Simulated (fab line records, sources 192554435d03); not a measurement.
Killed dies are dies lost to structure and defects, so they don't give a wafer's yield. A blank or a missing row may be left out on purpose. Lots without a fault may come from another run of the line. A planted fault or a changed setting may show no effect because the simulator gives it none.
Split-lot experiment | flow n5_finfet | 7 lots, 21 wafers read, on a route of 1938 steps

THE SPLIT
At N5_MIM_TOP_LITHO_EXPOSE_05 (exposes mask MIM TOP, target cd 2000 nm), the setting dose_mj was moved away from the recipe's 20.5 on 10 of the 21 wafers read, by -6.6% to +6.6%. The other wafers ran this setting at the recipe's value.

FROM THE SPLIT TO THE READING: what the file shows between them, 2 steps
- N5_MIM_TOP_LITHO_DEVELOP_07: develop time 60 s (also split here: develop_time_s)
- N5_MIM_TOP_LITHO_HARDBAKE_09: time 120 s

THE READING
cd_nm, in nm, at N5_MIM_TOP_LITHO_CD_MEAS_08 (target cd 2000 nm). Fault-free wafers of this fab line usually give 2000.5 nm, standard deviation 1.5 nm.

wafer  | tool, chamber at the split | dose_mj as run | against the recipe | cd_nm, nm | against lot-mates on the recipe
L076.2 | krf_scanner-02, 0          | 19.17          | -6.5%              | 2015.3    | +14.8
L076.3 | krf_scanner-02, 0          | 19.17          | -6.5%              | 2011.1    | +10.6
L076.4 | krf_scanner-02, 0          | 20.5           | recipe             | 2000.5    | -
L078.2 | krf_scanner-01, 0          | 21.85          | +6.6%              | 1990.6    | -9.1
L078.3 | krf_scanner-01, 0          | 21.85          | +6.6%              | 1986.5    | -13.2
L078.5 | krf_scanner-01, 0          | 20.5           | recipe             | 1999.7    | -
L079.2 | krf_scanner-01, 0          | 21.3           | +3.9%              | 1993.5    | -7.6
L079.3 | krf_scanner-01, 0          | 21.3           | +3.9%              | 1993.8    | -7.3
L079.5 | krf_scanner-01, 0          | 20.5           | recipe             | 2001.1    | -
L080.4 | krf_scanner-02, 0          | 20.5           | recipe             | 2000.8    | -
L080.5 | krf_scanner-02, 0          | 19.15          | -6.6%              | 2011.5    | +10.7
L080.6 | krf_scanner-02, 0          | 19.15          | -6.6%              | 2012.5    | +11.7
L093.1 | krf_scanner-01, 0          | 20.5           | recipe             | 1999.7    | -
L093.3 | krf_scanner-01, 0          | 20.5           | recipe             | 1999.4    | -
L093.6 | krf_scanner-01, 0          | 20.5           | recipe             | 1999.6    | -
L094.3 | krf_scanner-02, 0          | 20.5           | recipe             | 1995.3    | -
L094.4 | krf_scanner-02, 0          | 20.5           | recipe             | 1999.3    | -
L094.5 | krf_scanner-02, 0          | 20.5           | recipe             | 1998.0    | -
L095.2 | krf_scanner-02, 0          | 20.5           | recipe             | 2002.0    | -
L095.3 | krf_scanner-02, 0          | 20.06          | -2.1%              | 2004.8    | +2.8
L095.4 | krf_scanner-02, 0          | 20.06          | -2.1%              | 2007.2    | +5.2

THE FIT
A straight line over all 21 wafers: cd_nm changes by -1.86 nm for each +1% of dose_mj; r = -0.97; the points scatter about the line by 1.9 nm.
The same after taking each lot's own level away (the mean of its wafers on the recipe; 21 wafers): -1.8 nm for each +1%; r = -0.98; scatter 1.3 nm.
On that fit, the largest move of dose_mj shifts the reading by 12 nm.
The lots' own levels span 1997.53 to 2002.00 nm, that is 3.0 times the standard deviation above.
So the lot-to-lot level changes the slope little: the two slopes agree.
Check: with one of the wafers moved furthest among these (+6.6%) left out of the fit, the line predicts -12.5 nm for it against its lot-mates. It came out at -9.1 nm against them.

OTHER SPLITS ON THESE WAFERS
These wafers also went through other splits before the reading. Each is held against what the fit with the lots' levels taken away leaves over:
other split on the same wafers             | wafers away from the commonest value | r with cd_nm (lot level and that fit taken away)
N5_BEOL_M15_EXPOSE_25 dose_mj              | 6                                    | -0.24
N5_BEOL_M15_TRENCH_ETCH_34 bias_w          | 9                                    | +0.02
N5_MIM_TOP_LITHO_DEVELOP_07 develop_time_s | 6                                    | -0.45

THE WHOLE CHAIN: every reading that the file lists as answering this split, in the file's order
step                        | what it does             | reading                                                              | change (the file's fit)              | r (the file's)
N5_MIM_TOP_LITHO_CD_MEAS_08 | target cd 2000 nm        | cd_nm                                                                | -1.8 nm for each +1% of the setting  | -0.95
N5_MIM_TOP_LITHO_DESCUM_10  | chemistry O2, time 7.9 s | MIM_TOP_LITHO.cd_nm (the simulator's own value, which no gauge read) | -1.82 nm for each +1% of the setting | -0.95

THE FILE'S OWN FIT
cd_nm changes by -1.8 nm for each +1% of dose_mj, r = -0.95.
